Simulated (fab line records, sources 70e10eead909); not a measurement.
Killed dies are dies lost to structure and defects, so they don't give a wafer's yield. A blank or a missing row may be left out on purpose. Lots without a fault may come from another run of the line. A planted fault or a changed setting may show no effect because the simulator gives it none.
A struck lot beside a sound one | flow nand_harc | 18 steps out of a route of 1302
Sound: wafers L188.1, L188.4, L188.5. Struck: wafers L197.3, L197.4, L197.5. The cause comes at the end.
At each step with rows: each side's tool, then ch and its chambers, then its first start. Under that, the readings that differ: sound wafers | struck wafers | difference of the means | sigmas: that difference in standard deviations of wafers without a fault.
alike: readings whose means differ by less than 2 such deviations, and words and numbers that are the same on both sides. not compared: withheld readings, readings that some wafer has no value for, bounds like >300 that may hide the same value, and numbers for which the record gives no deviation and whose values overlap.
The two part at a step that has a row with sigmas, a row that says differs or no value, or rows on one side only. Numbers that don't overlap but have no deviation are shown without sigmas and don't part them. A reading that every wafer of one side lacks parts them only if that side has two wafers or more.

first, 1 step without rows for these wafers: NHARC_A_M0_SRD_25.
NHARC_A_M0_INSPECT_27:
  sound on defect_inspect-01, day 23 13:59; struck on defect_inspect-02, day 27 07:28
  reading          | sound       | struck      | difference | sigmas
  raw_defect_count | 652 922 629 | 347 351 324 | -394       | -2
NHARC_A_M0_PRE_CLEAN_31: time 12 s.
  sound on pecvd-01 ch 0,2, day 23 14:04; struck on pecvd-02 ch 0,2, day 27 07:32
  alike: heater_power_w
NHARC_A_M0_DEP_32: deposits SiCN, target thk 30 nm.
  sound on pecvd-01 ch 0,2, day 23 14:08; struck on pecvd-02 ch 0,2, day 27 07:39
  alike: chamber_pressure_Torr, heater_power_w
then, 7 steps without rows for these wafers: NHARC_A_M1_DEP_00 (deposits SiOC, target thk 182.5 nm); NHARC_A_M1_DEHYDRATE_01 (time 120 s); NHARC_A_M1_HMDS_02 (time 30 s); NHARC_A_M1_COAT_34 (time 65 s); NHARC_A_M1_COAT_03 (resist thk 90 nm); NHARC_A_M1_SOFTBAKE_04 (time 55 s); NHARC_A_M1_EBR_05.
NHARC_A_M1_EXPOSE_06: exposes mask A M1, target cd 120 nm.
  sound on arfi_scanner-02 ch 0, day 23 15:14; struck on arfi_scanner-03 ch 0, day 27 08:43
  reading                      | sound             | struck         | difference | sigmas
  model.A_M1.overlay_x_nm (nm) | 1.202 1.202 1.202 | 4.49 4.49 4.49 | +3.29      |
  alike: mask
then, 2 steps without rows for these wafers: NHARC_A_M1_PEB_07 (peb time 65 s); NHARC_A_M1_DEVELOP_08 (develop time 35 s).
NHARC_A_M1_CD_MEAS_09: target cd 120 nm.
  sound on cd_sem-02 ch 0, day 23 15:23; struck on cd_sem-03 ch 0, day 27 08:52
  alike: cd_nm
NHARC_A_M1_OVL_MEAS_10: pitch 240 nm.
  sound on overlay-02, day 23 15:28; struck on overlay-02, day 27 09:07
  reading           | sound       | struck      | difference | sigmas
  overlay_x_nm (nm) | 0.7 0.7 1.3 | 4.3 4.8 5.2 | +3.9       | +4
  alike: overlay_y_nm
  not compared: hold
NHARC_A_M1_INSPECT_11:
  sound on defect_inspect-02, day 23 15:31; struck on defect_inspect-02, day 27 11:27
  reading | sound | struck                                                                     | difference                   | sigmas
  hold    | - - - | await_dispo/2.3h/release await_dispo/2.3h/release await_dispo/2.3h/release | no value on the sound wafers |
  alike: raw_defect_count
NHARC_END_SORT_01:
  the record has rows for the struck wafers here (prober-01 ch 0, day 28 22:19) and none for the sound ones

WHERE THEY PART
First at NHARC_A_M0_INSPECT_27; last, within this record, at NHARC_END_SORT_01.

WHY: what the simulator had put in
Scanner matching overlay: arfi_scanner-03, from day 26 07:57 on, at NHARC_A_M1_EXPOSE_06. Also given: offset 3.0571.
